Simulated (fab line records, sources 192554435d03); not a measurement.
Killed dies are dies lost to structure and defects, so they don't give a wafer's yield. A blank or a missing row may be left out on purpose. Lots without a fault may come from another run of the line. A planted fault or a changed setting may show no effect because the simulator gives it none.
fab line records | flow n5_finfet
record lots=15 wafers=42 last_day=21
route steps=1938 shown BEOL_M3@1007 BEOL_M4@1038
lots that met no fault: from a run of the same line without faults
start_h: hours from the record's first day to the start of the lot's first wafer shown | wait_h: hours since the lot's step before | " the same as in the row above | L1.1+2: a row that stands for several wafers | - no value, or no start given | * or withheld: withheld | < > ~ a bound
route shown NAME@n: a module of which the file shows steps, and the number in the route of the first | usual: mean/standard deviation of fault-free wafers | same: alike in all rows | chamber/n: place in a boat | sites: the reading at each site | _std_site: their standard deviation | _edge_site: outer sites' mean less inner sites' | radius_mm: how far each site lies from the wafer's centre | mask NAME#n: copy n | behind: the tool/chamber that last shaped the wafer | hold: why the lot was held/for how many hours/how that ended | device: the transistor (n, p or np) that didn't switch | end of line: the same wafers' tests at the end of the route | a step without rows: its recipe alone | killed: dies lost to structure and defects at the first sort, not the wafer's yield | map: a wafer's dies, x killed, . not, _ none there
set.NAME: the setting as run; set.NAME@STEP: as run at that earlier step | model.NAME: the simulator's own value behind a step, which no gauge read
steps of the route over a sample of lots; a table a step, a row a wafer
services: from which hour (start_h, from the record's first day; less than 0 if before it) a tool's chamber was out of use, for how many hours, and why
## steps
# step N5_BEOL_M3_ANNEAL_93
# recipe temp_c=400 time_s=240 ambient=vacuum
# usual heater_power_w=821/110
# columns lot.wafer tool chamber start_h wait_h heater_power_w
L351.2 pvd_sputter-01 - 211.48 0.0 995
L351.5 " - " " 797
L351.6 " - " " 767
L354.2 pvd_sputter-02 - 230.09 0.0 702
L354.3 " - " " 1002
L354.4 " - " " 780
L356.1 pvd_sputter-02 - 233.83 0.0 759
L356.2 " - " " 1031
L356.6 " - " " 766
L355.4 pvd_sputter-01 - 244.28 0.0 766
L355.5 " - " " 773
L358.1 pvd_sputter-03 - 245.98 0.0 787
L358.2 " - " " 968
L358.5 " - " " 856
L357.1 pvd_sputter-01 - 246.12 0.0 776
L357.3 " - " " 755
L357.6 " - " " 759
L361.3 pvd_sputter-02 - 267.43 0.0 803
L361.5 " - " " 682
L361.6 " - " " 784
L362.1 pvd_sputter-02 - 294.08 0.0 677
L362.2 " - " " 1013
L362.6 " - " " 774
L363.5 pvd_sputter-03 - 294.59 0.1 771
L363.6 " - " " 769
L364.1 pvd_sputter-01 - 297.22 0.0 1001
L364.2 " - " " 772
L364.5 " - " " 740
L366.4 pvd_sputter-03 - 306.89 0.0 776
L366.6 " - " " 993
L367.3 pvd_sputter-02 - 311.07 0.0 1019
L367.5 " - " " 675
L367.6 " - " " 1016
L368.1 pvd_sputter-02 - 313.21 0.0 798
L368.3 " - " " 674
L368.6 " - " " 993
L369.1 pvd_sputter-03 - 325.54 0.0 966
L369.3 " - " " 759
L369.4 " - " " 772
L371.1 pvd_sputter-01 - 346.22 0.0 783
L371.5 " - " " 1002
L371.6 " - " " 753
# step N5_BEOL_M3_ANNEAL_95
# recipe temp_c=400 time_s=240 ambient=vacuum
# usual heater_power_w=822/110
# columns lot.wafer tool chamber start_h wait_h heater_power_w
L351.2 pvd_sputter-01 - 211.70 0.0 1007
L351.5 " - " " 771
L351.6 " - " " 781
L354.2 pvd_sputter-02 - 230.31 0.0 695
L354.3 " - " " 996
L354.4 " - " " 797
L356.1 pvd_sputter-02 - 234.05 0.0 773
L356.2 " - " " 1007
L356.6 " - " " 765
L355.4 pvd_sputter-01 - 244.50 0.0 784
L355.5 " - " " 777
L358.1 pvd_sputter-03 - 246.20 0.0 775
L358.2 " - " " 998
L358.5 " - " " 872
L357.1 pvd_sputter-01 - 246.34 0.0 787
L357.3 " - " " 779
L357.6 " - " " 766
L361.3 pvd_sputter-02 - 267.65 0.0 794
L361.5 " - " " 657
L361.6 " - " " 779
L362.1 pvd_sputter-02 - 294.30 0.0 689
L362.2 " - " " 1028
L362.6 " - " " 786
L363.5 pvd_sputter-03 - 294.81 0.1 773
L363.6 " - " " 764
L364.1 pvd_sputter-01 - 297.44 0.0 994
L364.2 " - " " 792
L364.5 " - " " 777
L366.4 pvd_sputter-03 - 307.11 0.0 786
L366.6 " - " " 995
L367.3 pvd_sputter-02 - 311.29 0.0 1000
L367.5 " - " " 679
L367.6 " - " " 1019
L368.1 pvd_sputter-02 - 313.43 0.0 796
L368.3 " - " " 685
L368.6 " - " " 1024
L369.1 pvd_sputter-03 - 325.76 0.0 983
L369.3 " - " " 762
L369.4 " - " " 758
L371.1 pvd_sputter-01 - 346.44 0.0 783
L371.5 " - " " 1002
L371.6 " - " " 730
# step N5_BEOL_M4_ETCH_74
# recipe chemistry=N2/H2 target=underlayer target_depth_a=65 mask_material=CAR-EUV time_s=5.2 ion_energy_ev=200 pressure_mtorr=30 source_w=840 bias_w=150 n2_flow_sccm=200 h2_flow_sccm=200 ends=cleared
# usual bias_w=150.0/0.4 chamber_pressure_mTorr=30.00/0.041 drypump_motor_current_A=5.9/0.41 etch_rf_on_time_s=5.18/0.14 oes_product_au=0.67/0.068 rf_vpp_V=525.1/2.4 showerhead_plenum_p_Torr=2.59/0.08 throttle_valve_pct=17.82/0.22
# columns lot.wafer tool chamber start_h wait_h bias_w chamber_pressure_mTorr drypump_motor_current_A etch_rf_on_time_s oes_product_au rf_hours_counter_h rf_vpp_V showerhead_plenum_p_Torr throttle_valve_pct
L351.2 rie_diel-01 3 217.44 0.0 149.7 30.03 6.4 5.40 0.62 183 523.7 2.53 17.64
L351.5 " 2 " " 149.9 30.05 5.6 5.14 0.62 - 523.7 2.54 17.77
L351.6 " 1 " " 149.6 30.00 6.0 5.31 0.57 - 522.5 2.49 18.17
L354.2 rie_diel-01 3 233.27 0.0 149.5 30.03 6.4 5.45 0.61 192 522.4 2.52 17.66
L354.3 " 2 " " 150.3 29.95 5.6 5.14 0.62 201 524.1 2.53 17.77
L354.4 " 2 " " 150.0 30.00 5.6 5.14 0.61 - 522.9 2.53 17.78
L356.1 rie_diel-05 0 237.05 0.0 149.3 29.99 5.7 5.06 0.69 82 527.7 2.66 17.35
L356.2 " 3 " " 149.8 30.10 6.7 5.06 0.74 45 528.9 2.68 17.50
L356.6 " 0 " " 150.2 29.98 5.7 5.11 0.69 - 524.1 2.66 17.35
L355.4 rie_diel-04 0 246.84 0.0 149.7 29.94 5.1 5.10 0.82 - 522.3 2.51 17.77
L355.5 " 2 " " 149.5 30.00 5.7 5.10 0.65 - 527.2 2.53 17.71
L357.1 rie_diel-04 3 251.19 0.0 149.9 29.97 5.7 4.96 0.59 275 526.6 2.60 18.02
L357.3 " 2 " " 149.9 30.00 5.7 5.08 0.65 132 524.4 2.53 17.71
L357.6 " 0 " " 150.1 30.08 5.1 5.18 0.80 - 521.7 2.51 17.76
L358.1 rie_diel-01 3 251.29 0.0 150.3 30.01 6.4 5.41 0.60 199 522.1 2.52 17.67
L358.2 " 1 " " 150.1 30.02 6.0 5.18 0.82 3 523.4 2.49 17.79
L358.5 " 1 " " 151.0 29.99 5.9 5.08 0.80 - 522.6 2.49 17.79
L361.3 rie_diel-04 1 270.51 0.0 149.8 30.05 6.3 5.26 0.74 46 523.9 2.61 18.08
L361.5 " 1 " " 149.6 30.01 6.3 5.22 0.74 - 526.2 2.61 18.10
L361.6 " 2 " " 150.3 29.98 5.7 5.18 0.63 - 525.1 2.53 17.71
L362.1 rie_diel-01 2 299.11 0.0 150.1 29.97 5.6 5.11 0.61 226 522.3 2.52 17.87
L362.2 " 3 " " 150.0 30.03 6.4 5.46 0.59 217 522.4 2.51 17.71
L362.6 " 3 " " 149.6 29.98 6.4 5.46 0.59 - 524.0 2.51 17.71
L363.5 rie_diel-05 3 299.42 0.0 150.0 30.00 6.7 5.04 0.72 - 527.8 2.67 17.51
L363.6 " 2 " " 150.0 30.07 5.8 5.44 0.68 - 524.1 2.57 17.79
L364.1 rie_diel-05 1 300.28 0.0 149.7 30.03 6.2 5.04 0.73 63 529.9 2.70 18.14
L364.2 " 2 " " 150.0 29.99 5.8 5.34 0.69 92 520.5 2.57 17.78
L364.5 " 1 " " 149.8 30.09 6.2 5.03 0.74 - 527.7 2.70 18.14
L366.4 rie_diel-01 0 310.55 0.0 149.8 30.06 6.2 5.14 0.66 - 526.8 2.69 18.11
L366.6 " 3 " " 150.2 29.94 6.4 5.40 0.59 - 523.0 2.51 17.69
L367.3 rie_diel-01 0 314.27 0.0 150.1 30.07 6.2 5.21 0.66 133 524.6 2.69 18.13
L367.5 " 2 " " 150.2 30.02 5.6 5.16 0.60 - 521.1 2.52 17.83
L367.6 " 1 " " 150.2 30.04 6.0 5.18 0.76 - 523.6 2.48 17.79
L368.1 rie_diel-01 3 316.80 0.0 150.0 29.98 6.5 5.44 0.58 226 523.1 2.51 17.71
L368.3 " 1 " " 150.7 30.03 5.9 5.19 0.77 23 522.9 2.48 17.80
L368.6 " 0 " " 149.2 29.99 6.2 5.24 0.65 - 525.8 2.69 18.10
L369.1 rie_diel-01 0 328.72 0.0 149.9 29.99 6.2 5.26 0.65 137 525.7 2.69 18.12
L369.3 " 2 " " 150.3 30.02 5.6 5.18 0.59 240 523.1 2.52 17.84
L369.4 " 1 " " 149.6 29.96 6.0 5.19 0.76 27 524.0 2.48 17.83
L371.1 rie_diel-01 1 348.62 0.0 150.3 30.04 6.0 5.19 0.74 35 521.9 2.47 17.84
L371.5 " 0 " " 149.8 30.05 6.2 5.28 0.63 - 525.6 2.69 18.14
L371.6 " 3 " " 149.9 29.94 6.4 5.42 0.59 - 521.7 2.50 17.73
# step N5_BEOL_M4_ETCH_63
# recipe chemistry=CF4 target=SiARC target_depth_a=156 mask_material=CAR-EUV time_s=26 ion_energy_ev=80 pressure_mtorr=40 source_w=545 bias_w=36 Ar_flow_sccm=100 cf4_flow_sccm=100 ends=cleared
# usual bias_w=36.01/0.094 cf4_flow_sccm=99.99/0.29 drypump_motor_current_A=5.9/0.41 etch_rf_on_time_s=26.0/0.73 oes_product_au=0.67/0.069 rf_vpp_V=184.4/1.1 showerhead_plenum_p_Torr=2.17/0.062 throttle_valve_pct=15.53/0.13
# columns lot.wafer tool chamber start_h wait_h bias_w cf4_flow_sccm drypump_motor_current_A etch_rf_on_time_s oes_product_au rf_hours_counter_h rf_vpp_V showerhead_plenum_p_Torr throttle_valve_pct
L351.2 rie_diel-01 3 217.46 0.0 36.16 99.79 6.4 26.9 0.61 183 184.6 2.12 15.42
L351.5 " 2 " " 35.99 99.93 5.5 25.5 0.63 - 185.8 2.13 15.54
L351.6 " 1 " " 35.95 99.84 5.9 26.3 0.57 - 182.3 2.11 15.96
L354.2 rie_diel-01 3 233.29 0.0 36.06 100.28 6.5 27.0 0.61 193 183.8 2.12 15.42
L354.3 " 2 " " 36.07 99.94 5.6 25.9 0.62 201 183.4 2.12 15.54
L354.4 " 2 " " 35.98 99.37 5.6 25.7 0.62 - 183.8 2.12 15.56
L356.1 rie_diel-05 0 237.07 0.0 35.97 99.70 5.7 25.1 0.69 82 184.8 2.24 15.29
L356.2 " 3 " " 36.16 100.28 6.7 25.2 0.74 45 185.1 2.25 15.34
L356.6 " 0 " " 35.89 99.80 5.7 25.0 0.69 - 185.8 2.24 15.28
L355.4 rie_diel-04 0 246.86 0.0 35.92 99.88 5.1 25.2 0.83 - 183.4 2.10 15.44
L355.5 " 2 " " 36.05 99.94 5.7 25.8 0.65 - 185.8 2.16 15.57
L357.1 rie_diel-04 3 251.21 0.0 36.09 100.15 5.7 24.8 0.59 275 185.1 2.18 15.78
L357.3 " 2 " " 36.05 100.40 5.7 26.0 0.65 132 184.2 2.16 15.58
L357.6 " 0 " " 36.14 100.31 5.1 25.3 0.81 - 184.3 2.09 15.43
L358.1 rie_diel-01 3 251.31 0.0 36.05 100.43 6.5 27.3 0.61 199 182.7 2.11 15.45
L358.2 " 1 " " 35.94 99.62 5.9 25.8 0.81 3 184.7 2.11 15.47
L358.5 " 1 " " 35.92 99.87 5.9 25.8 0.82 - 184.7 2.11 15.47
L361.3 rie_diel-04 1 270.53 0.0 35.92 99.70 6.3 25.7 0.77 46 184.6 2.17 15.55
L361.5 " 1 " " 35.96 99.38 6.3 25.7 0.76 - 184.2 2.17 15.55
L361.6 " 2 " " 36.08 99.87 5.7 26.2 0.64 - 184.8 2.15 15.59
L362.1 rie_diel-01 2 299.13 0.0 35.90 99.51 5.5 25.8 0.60 226 184.5 2.11 15.60
L362.2 " 3 " " 36.14 100.16 6.4 27.2 0.59 217 184.5 2.11 15.50
L362.6 " 3 " " 36.09 100.00 6.4 27.1 0.58 - 183.7 2.11 15.49
L363.5 rie_diel-05 3 299.45 0.0 36.02 99.95 6.7 25.5 0.71 - 184.7 2.25 15.39
L363.6 " 2 " " 35.98 100.14 5.8 27.2 0.68 - 185.0 2.16 15.51
L364.1 rie_diel-05 1 300.30 0.0 35.90 99.62 6.2 25.4 0.73 63 184.9 2.26 15.65
L364.2 " 2 " " 35.84 99.71 5.8 27.0 0.68 92 184.5 2.16 15.51
L364.5 " 1 " " 35.93 100.04 6.2 25.5 0.72 - 184.7 2.26 15.67
L366.4 rie_diel-01 0 310.57 0.0 36.12 100.37 6.2 26.1 0.66 - 185.7 2.24 15.59
L366.6 " 3 " " 36.19 99.72 6.4 27.6 0.58 - 184.0 2.11 15.49
L367.3 rie_diel-01 0 314.28 0.0 - - - - - - - - -
L367.5 " 2 " " - - - - - - - - -
L367.6 " 1 " " - - - - - - - - -
L368.1 rie_diel-01 3 316.82 0.0 - - - - - - - - -
L368.3 " 1 " " - - - - - - - - -
L368.6 " 0 " " - - - - - - - - -
L369.1 rie_diel-01 0 328.74 0.0 - - - - - - - - -
L369.3 " 2 " " - - - - - - - - -
L369.4 " 1 " " - - - - - - - - -
L371.1 rie_diel-01 1 348.64 0.0 35.88 100.13 5.9 25.9 0.75 35 182.6 2.10 15.54
L371.5 " 0 " " 35.99 99.97 6.2 26.3 0.64 - 184.6 2.23 15.64
L371.6 " 3 " " 36.05 100.12 6.4 27.7 0.57 - 184.5 2.10 15.54
# step N5_BEOL_M4_ETCH_64
# recipe chemistry=N2/H2 target=SOC target_depth_a=750 overetch_a=225 mask_material=SiARC temp_c=40 time_s=121.9 ion_energy_ev=200 pressure_mtorr=30 source_w=840 bias_w=150 n2_flow_sccm=200 h2_flow_sccm=200
# usual bias_w=150.0/0.47 chamber_pressure_mTorr=30.002/0.027 drypump_motor_current_A=5.9/0.41 oes_product_au=0.60/0.058 rf_vpp_V=525.0/2.2 showerhead_plenum_p_Torr=2.59/0.08 throttle_valve_pct=17.77/0.22
# columns lot.wafer tool chamber start_h wait_h bias_w chamber_pressure_mTorr drypump_motor_current_A oes_product_au rf_hours_counter_h rf_vpp_V showerhead_plenum_p_Torr throttle_valve_pct
L351.2 rie_diel-01 3 217.48 0.0 149.4 30.048 6.4 0.56 183 522.1 2.53 17.62
L351.5 " 2 " " 150.5 29.998 5.6 0.55 - 523.5 2.54 17.73
L351.6 " 1 " " 149.9 30.011 5.9 0.51 - 522.1 2.49 18.12
L354.2 rie_diel-01 3 233.32 0.0 150.1 29.994 6.4 0.55 193 523.4 2.52 17.61
L354.3 " 2 " " 149.6 30.009 5.5 0.54 201 523.1 2.53 17.73
L354.4 " 2 " " 149.4 30.041 5.5 0.54 - 523.4 2.53 17.73
L356.1 rie_diel-05 0 237.10 0.0 149.9 29.995 5.7 0.61 82 528.1 2.66 17.30
L356.2 " 3 " " 150.4 29.963 6.7 0.64 45 528.3 2.68 17.46
L356.6 " 0 " " 150.2 29.981 5.7 0.60 - 528.0 2.66 17.33
L355.4 rie_diel-04 0 246.93 0.1 149.3 30.011 5.2 0.73 - 523.8 2.51 17.72
L355.5 " 2 " " 150.1 30.005 5.7 0.58 - 524.7 2.53 17.64
L357.1 rie_diel-04 3 251.23 0.0 149.8 30.023 5.7 0.51 275 525.6 2.60 17.99
L357.3 " 2 " " 150.3 29.943 5.7 0.57 132 523.6 2.53 17.66
L357.6 " 0 " " 150.0 29.982 5.1 0.72 - 523.6 2.51 17.73
L358.1 rie_diel-01 3 251.33 0.0 150.4 30.012 6.4 0.55 199 522.6 2.52 17.63
L358.2 " 1 " " 149.2 29.996 6.0 0.72 3 522.2 2.49 17.75
L358.5 " 1 " " 149.2 29.980 6.0 0.72 - 523.2 2.49 17.72
L361.3 rie_diel-04 1 270.56 0.0 151.1 29.986 6.3 0.67 46 524.0 2.61 18.04
L361.5 " 1 " " 150.4 30.011 6.3 0.67 - 524.6 2.61 18.04
L361.6 " 2 " " 149.9 30.014 5.7 0.57 - 523.1 2.53 17.68
L362.1 rie_diel-01 2 299.15 0.0 150.7 30.010 5.5 0.54 226 522.9 2.52 17.76
L362.2 " 3 " " 149.8 29.968 6.5 0.54 217 523.8 2.51 17.65
L362.6 " 3 " " 149.4 30.017 6.4 0.54 - 523.5 2.51 17.65
L363.5 rie_diel-05 3 299.52 0.1 149.7 30.000 6.7 0.62 - 527.6 2.67 17.49
L363.6 " 2 " " 150.0 29.982 5.8 0.62 - 523.6 2.57 17.78
L364.1 rie_diel-05 1 300.33 0.0 150.5 30.009 6.2 0.65 63 529.0 2.70 18.10
L364.2 " 2 " " 149.6 29.999 5.8 0.62 92 524.1 2.57 17.77
L364.5 " 1 " " 150.8 30.001 6.2 0.64 - 528.0 2.70 18.09
L366.4 rie_diel-01 0 310.64 0.1 149.8 30.019 6.2 0.59 - 527.3 2.69 18.07
L366.6 " 3 " " 150.0 29.986 6.4 0.54 - 523.3 2.51 17.68
L367.3 rie_diel-01 0 314.31 0.0 150.3 30.023 6.2 0.30 133 527.0 2.69 18.04
L367.5 " 2 " " 149.1 29.973 5.5 0.26 - 522.9 2.52 17.75
L367.6 " 1 " " 150.3 30.029 6.0 0.33 - 523.2 2.48 17.73
L368.1 rie_diel-01 3 316.85 0.0 150.2 30.044 6.4 0.27 226 524.2 2.51 17.63
L368.3 " 1 " " 150.3 30.031 6.0 0.33 23 523.8 2.48 17.73
L368.6 " 0 " " 150.9 30.025 6.2 0.29 - 527.7 2.69 18.01
L369.1 rie_diel-01 0 328.77 0.0 150.7 30.019 6.2 0.28 137 527.8 2.69 18.03
L369.3 " 2 " " 149.8 29.983 5.5 0.26 240 524.9 2.52 17.76
L369.4 " 1 " " 150.3 29.952 6.0 0.33 27 522.7 2.48 17.73
L371.1 rie_diel-01 1 348.66 0.0 149.6 30.030 5.9 0.65 35 522.7 2.47 17.78
L371.5 " 0 " " 150.5 29.933 6.2 0.58 - 526.2 2.69 18.10
L371.6 " 3 " " 148.9 30.021 6.5 0.53 - 522.3 2.50 17.69
# step N5_BEOL_M4_HM_OPEN_17
# recipe chemistry=Cl2/BCl3 target_depth_a=200 overetch_a=60 target=TiN mask_material=SOC ion_energy_ev=150 pressure_mtorr=10 icp_w=1000 bias_w=126 Cl2_flow_sccm=53.25 bcl3_flow_sccm=21.75 Ar_flow_sccm=25
# usual drypump_motor_current_A=6.0/0.44 he_backside_leak_sccm=3.36/0.28 oes_product_au=0.65/0.067 throttle_valve_pct=21.9/0.34
# columns lot.wafer tool chamber start_h wait_h drypump_motor_current_A he_backside_leak_sccm oes_product_au rf_hours_counter_h throttle_valve_pct
L351.2 rie_metal-01 1 217.66 0.0 6.3 3.23 0.61 79 22.0
L351.5 " 0 " " 6.4 3.36 0.69 - 21.4
L351.6 " 1 " " 6.3 3.22 0.61 - 22.0
L354.2 rie_metal-02 0 233.66 0.2 5.4 3.59 0.66 45 22.1
L354.3 " 1 " " 5.4 3.52 0.57 - 22.5
L354.4 " 0 " " 5.4 3.73 0.66 - 22.1
L356.1 rie_metal-01 0 237.28 0.0 6.4 3.43 0.67 34 21.5
L356.2 " 1 " " 6.3 3.37 0.59 83 22.0
L356.6 " 0 " " 6.4 3.31 0.68 - 21.5
L355.4 rie_metal-01 0 247.08 0.1 6.4 3.27 0.67 - 21.5
L355.5 " 0 " " 6.4 3.17 0.68 - 21.4
L357.1 rie_metal-01 1 251.49 0.1 6.3 3.28 0.60 85 22.0
L357.3 " 0 " " 6.4 3.32 0.69 - 21.4
L357.6 " 0 " " 6.4 3.46 0.67 - 21.4
L358.1 rie_metal-02 0 251.58 0.1 5.4 3.60 0.66 46 22.1
L358.2 " 1 " " 5.5 3.31 0.58 98 22.5
L358.5 " 1 " " 5.4 3.34 0.58 - 22.5
L361.3 rie_metal-03 0 270.76 0.1 5.7 3.34 0.68 - 22.1
L361.5 " 0 " " 5.7 3.43 0.68 - 22.1
L361.6 " 1 " " 6.6 3.21 0.82 - 21.6
L362.1 rie_metal-03 1 300.08 0.8 6.6 3.19 0.81 2 21.7
L362.2 " 0 " " 5.7 3.29 0.67 42 22.1
L362.6 " 0 " " 5.7 3.61 0.68 - 22.1
L363.5 rie_metal-02 1 300.14 0.5 5.4 3.00 0.57 - 22.5
L363.6 " 0 " " 5.4 3.49 0.65 - 22.1
L364.1 rie_metal-01 0 301.18 0.7 6.4 3.37 0.66 41 21.5
L364.2 " 1 " " 6.3 3.27 0.58 90 22.1
L364.5 " 0 " " 6.4 3.49 0.67 - 21.5
L366.4 rie_metal-03 0 310.79 0.1 5.7 3.35 0.67 - 22.1
L366.6 " 1 " " 6.5 3.22 0.81 - 21.6
L367.3 rie_metal-01 0 315.94 1.5 6.4 3.19 0.29 - 22.1
L367.5 " 1 " " 6.3 3.31 0.26 - 22.7
L367.6 " 0 " " 6.4 3.24 0.29 - 22.1
L368.1 rie_metal-01 0 317.02 0.0 6.4 3.40 0.28 43 22.1
L368.3 " 1 " " 6.3 3.38 0.26 - 22.7
L368.6 " 0 " " 6.4 3.44 0.29 - 22.1
L369.1 rie_metal-01 0 328.94 0.0 6.4 3.50 0.29 44 22.1
L369.3 " 0 " " 6.4 3.39 0.29 - 22.1
L369.4 " 1 " " 6.3 3.29 0.26 - 22.7
L371.1 rie_metal-01 1 348.84 0.0 6.3 3.40 0.59 96 22.0
L371.5 " 0 " " 6.4 3.25 0.64 - 21.5
L371.6 " 1 " " 6.3 3.35 0.59 - 22.0
# step N5_BEOL_M4_CD_MEAS_18
# recipe pitch_nm=36 target_cd_nm=18
# usual cd_nm=17.9/0.54
# columns lot.wafer tool chamber start_h wait_h cd_nm
L351.2 cd_sem-02 - 217.94 0.1 17.9
L351.5 " - " " 18.2
L351.6 " - " " 18.7
L354.2 cd_sem-01 - 233.84 0.1 17.1
L354.3 " - " " 18.0
L354.4 " - " " 17.6
L356.1 cd_sem-03 - 237.47 0.0 18.7
L356.2 " - " " 18.8
L356.6 " - " " 18.2
L355.4 cd_sem-03 - 247.24 0.0 17.8
L355.5 " - " " 16.9
L357.1 cd_sem-02 - 251.67 0.0 18.6
L357.3 " - " " 17.1
L357.6 " - " " 18.3
L358.1 cd_sem-03 - 251.76 0.0 18.3
L358.2 " - " " 18.1
L358.5 " - " " 18.0
L361.3 cd_sem-03 - 270.91 0.1 17.8
L361.5 " - " " 18.5
L361.6 " - " " 17.7
L363.5 cd_sem-01 - 300.26 0.0 18.4
L363.6 " - " " 17.7
L362.1 cd_sem-01 - 300.28 0.1 18.2
L362.2 " - " " 17.0
L362.6 " - " " 17.5
L364.1 cd_sem-01 - 301.44 0.0 18.1
L364.2 " - " " 17.8
L364.5 " - " " 18.8
L366.4 cd_sem-03 - 310.95 0.0 17.4
L366.6 " - " " 17.1
L367.3 cd_sem-03 - 316.09 0.1 -
L367.5 " - " " -
L367.6 " - " " -
L368.1 cd_sem-02 - 317.20 0.0 -
L368.3 " - " " -
L368.6 " - " " -
L369.1 cd_sem-02 - 329.12 0.0 -
L369.3 " - " " -
L369.4 " - " " -
L371.1 cd_sem-01 - 349.02 0.0 17.5
L371.5 " - " " 17.7
L371.6 " - " " 17.2
# step N5_BEOL_M4_RC_MEAS_101
# usual DIBL_N=37.7/2 DIBL_P=37.7/2.3 IOFF_N=0.18/0.039 IOFF_P=0.23/0.042 ION_N=681/12 ION_P=463/8 SS_N=71.9/0.68 SS_P=73.6/0.71 VT_N=248/3.2 VT_P=-249/3.1
# columns lot.wafer tool chamber start_h wait_h DIBL_N[mV/V] DIBL_P[mV/V] IOFF_N[nA/um] IOFF_P[nA/um] ION_N[uA/um] ION_P[uA/um] SS_N[mV/dec] SS_P[mV/dec] VT_N[mV] VT_P[mV]
L351.2 prober-02 0 265.07 0.2 42.7 41.4 0.26 0.31 704 480 73.3 74.6 244 -245
L351.5 " 0 " " 36.7 34.8 0.13 0.18 672 465 71.3 72.9 254 -254
L351.6 " 0 " " 42.0 40.6 0.25 0.30 707 482 72.9 74.4 245 -247
L354.2 prober-02 0 281.51 0.2 36.9 37.8 0.16 0.22 654 455 71.3 74.1 252 -251
L354.3 " 0 " " 40.1 40.5 0.25 0.27 685 462 73.1 74.9 244 -249
L354.4 " 0 " " 35.0 34.6 0.14 0.18 679 455 71.2 73.2 250 -253
L356.1 prober-01 0 298.57 0.0 40.2 40.8 0.22 0.27 673 456 72.8 74.5 246 -248
L356.2 " 0 " " 39.1 39.3 0.21 0.24 687 465 72.5 73.8 247 -248
L356.6 " 0 " " 38.9 38.2 0.19 0.22 662 449 71.9 73.5 251 -251
L355.4 prober-01 0 305.76 0.5 36.3 37.5 0.16 0.21 684 469 72.1 73.8 252 -249
L355.5 " 0 " " 39.2 41.1 0.23 0.26 700 471 72.5 75.4 245 -248
L357.1 prober-02 0 306.99 0.0 38.7 39.1 0.19 0.25 679 459 72.9 74.1 248 -251
L357.3 " 0 " " 36.7 36.1 0.15 0.18 680 458 72.5 73.9 250 -256
L357.6 " 0 " " 37.4 39.1 0.18 0.25 695 471 72.8 74.3 251 -250
L358.1 prober-01 0 309.95 0.0 37.6 36.9 0.16 0.23 664 460 72.0 74.0 250 -249
L358.2 " 0 " " 40.3 38.5 0.23 0.25 682 461 72.7 74.1 247 -245
L358.5 " 0 " " 38.8 38.6 0.18 0.24 670 455 71.5 73.5 251 -250
L361.3 prober-02 0 327.06 0.3 40.5 39.8 0.25 0.26 689 464 72.8 74.4 242 -247
L361.5 " 0 " " 34.8 32.8 0.13 0.16 669 452 70.7 72.4 250 -253
L361.6 " 0 " " 39.7 38.2 0.21 0.23 681 462 72.7 73.4 246 -252
L364.1 prober-01 0 344.88 0.0 40.9 40.7 0.22 0.30 692 477 72.4 74.6 244 -242
L364.2 " 0 " " 37.4 36.3 0.16 0.22 676 468 71.1 73.8 248 -250
L364.5 " 0 " " 37.9 36.6 0.16 0.22 679 471 71.7 73.2 250 -249
L366.4 prober-02 0 348.91 0.5 37.3 36.6 0.16 0.23 680 463 72.0 74.3 252 -250
L366.6 " 0 " " 38.1 37.9 0.19 0.25 676 459 72.4 73.7 249 -246
L363.5 prober-01 0 350.35 0.6 35.0 35.0 0.15 0.20 691 476 70.9 72.8 248 -250
L363.6 " 0 " " 41.1 41.9 0.26 0.31 679 465 72.4 74.6 243 -243
L362.1 prober-01 0 353.43 0.0 34.6 35.0 0.14 0.19 668 461 70.6 73.0 249 -250
L362.2 " 0 " " 36.4 37.2 0.16 0.22 673 461 71.1 73.6 251 -251
L362.6 " 0 " " 39.1 40.1 0.21 0.27 685 458 72.7 73.4 247 -248
L371.1 prober-02 0 389.10 0.0 39.4 38.3 0.22 0.26 685 469 73.2 73.9 245 -247
L371.5 " 0 " " 36.0 34.0 0.17 0.19 680 459 71.6 72.8 249 -251
L371.6 " 0 " " 38.5 39.8 0.22 0.30 688 471 71.4 73.6 244 -246
## services
# columns tool chamber start_h hours kind
pvd_sputter-03 - 189.21 0.6 repair
rie_diel-04 0 198.98 - clean
rie_diel-04 0 198.98 - consumable_replace:focus_ring
rie_diel-04 0 198.98 36.9 scheduled_down
rie_diel-04 0 198.98 36.9 vent_cycle
rie_diel-04 1 200.64 69.6 repair
rie_diel-04 3 203.83 8.1 repair
rie_diel-01 - 214.57 2.8 pm
rie_metal-03 - 217.63 28.1 pm
rie_diel-01 1 219.36 - clean
rie_diel-01 1 219.36 - consumable_replace:focus_ring
rie_diel-01 1 219.36 21.5 scheduled_down
rie_diel-01 1 219.36 21.5 vent_cycle
rie_diel-05 0 250.34 11.5 repair
pvd_sputter-02 - 256.23 2.3 repair
rie_diel-05 0 265.71 1.2 repair
rie_diel-04 3 270.29 - clean
rie_diel-01 1 271.01 14.9 repair
rie_diel-04 - 287.48 28.1 pm
rie_diel-01 1 310.36 2.1 repair
rie_metal-03 - 319.65 10.0 pm
rie_metal-03 0 331.83 12.2 repair
rie_metal-02 1 336.31 18.0 repair
rie_diel-04 2 339.41 7.8 repair
## key
first_sign step=N5_BEOL_M4_ETCH_63 reading=tool_record direction=missing
effect step=N5_BEOL_M4_ETCH_64 reading=oes_product_au direction=down sigmas=5.2 usual=0.60 struck=0.30
effect step=N5_BEOL_M4_HM_OPEN_17 reading=oes_product_au direction=down sigmas=5.6 usual=0.65 struck=0.28
effect step=N5_BEOL_M4_CD_MEAS_18 reading=cd_nm direction=missing
met_at N5_BEOL_M4_ETCH_63
struck_lots L367,L368,L369
later_rows_left_out L367.3,L367.5,L367.6,L368.1,L368.3,L368.6,L369.1,L369.3,L369.4
sort_left_out L367.3,L367.5,L367.6,L368.1,L368.3,L368.6,L369.1,L369.3,L369.4
not_acting_at N5_BEOL_M3_ANNEAL_93,N5_BEOL_M3_ANNEAL_95,N5_BEOL_M4_ETCH_74
onset_between 310.57 314.28
fault kind=skipped_step_whole tool=rie_diel-01 chamber=- onset_h=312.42 steps=N5_BEOL_M4_ETCH_63 scope=struck_lots_only
# sort_left_out: the simulated sort isn't trusted on such a fault, so these wafers' sort isn't shown, and their yield isn't known
# later_rows_left_out: the simulator's readings of these wafers behind a module that went badly wrong aren't trusted and aren't shown, but for the sort
